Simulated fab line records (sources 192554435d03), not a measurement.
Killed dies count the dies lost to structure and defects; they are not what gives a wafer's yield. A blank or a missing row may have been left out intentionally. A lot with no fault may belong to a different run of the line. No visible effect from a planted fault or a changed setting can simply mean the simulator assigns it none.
Matching of chambers + flow n5-finfet + N5_BEOL_M0_SAQP_SPACER1_ALD_98 on ald-sin-01: 4 sister chambers
The step deposits SiO2, target thk 12.8 nm, pulse time 1 s, purge time 2 s. 4 wafers are shown with their chamber, then 7 later ones without.

== WAFERS PAIRED WITH THEIR CHAMBERS ==
| wafer  | chamber | heater-power-outer-w (W) |
|--------|---------|--------------------------|
| L086.3 | 1       | 246                      |
| L086.5 | 0       | 234                      |
| L093.1 | 3       | 228                      |
| L093.4 | 2       | 290                      |

== WAFERS MISSING THEIR CHAMBER ==
| wafer  | heater-power-outer-w (W) |
|--------|--------------------------|
| L093.6 | 246                      |
| L094.2 | 244                      |
| L094.4 | 242                      |
| L094.5 | 289                      |
| L097.1 | 239                      |
| L097.5 | 229                      |
| L097.6 | 293                      |

== THE CHAMBER EACH PASSED THROUGH ==
| wafer  | from the rows above     | in truth |
|--------|-------------------------|----------|
| L093.6 | 1                       | 1        |
| L094.2 | 1                       | 1        |
| L094.4 | can't be placed: 1 or 0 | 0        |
| L094.5 | 2                       | 2        |
| L097.1 | can't be placed: 0 or 1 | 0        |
| L097.5 | can't be placed: 3 or 0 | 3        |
| L097.6 | 2                       | 2        |
4 of 7 placed correctly. Can't be placed from these rows: 3 (the true chamber is among the candidates in 3). Placed wrongly: 0.
How it was worked out, from the rows above alone: a wafer's distance from a chamber is the root of the sum, over the readings, of the square of ((its reading less the chamber's mean) divided by the reading's scatter). The wafer belongs to the nearest chamber; if the next one is less than 2 further off, it can't be placed. For every chamber, the mean is computed from those of its wafers that are shown. The scatter: root of mean squared gap, hidden wafer to nearest shown wafer, with one shown wafer a chamber.
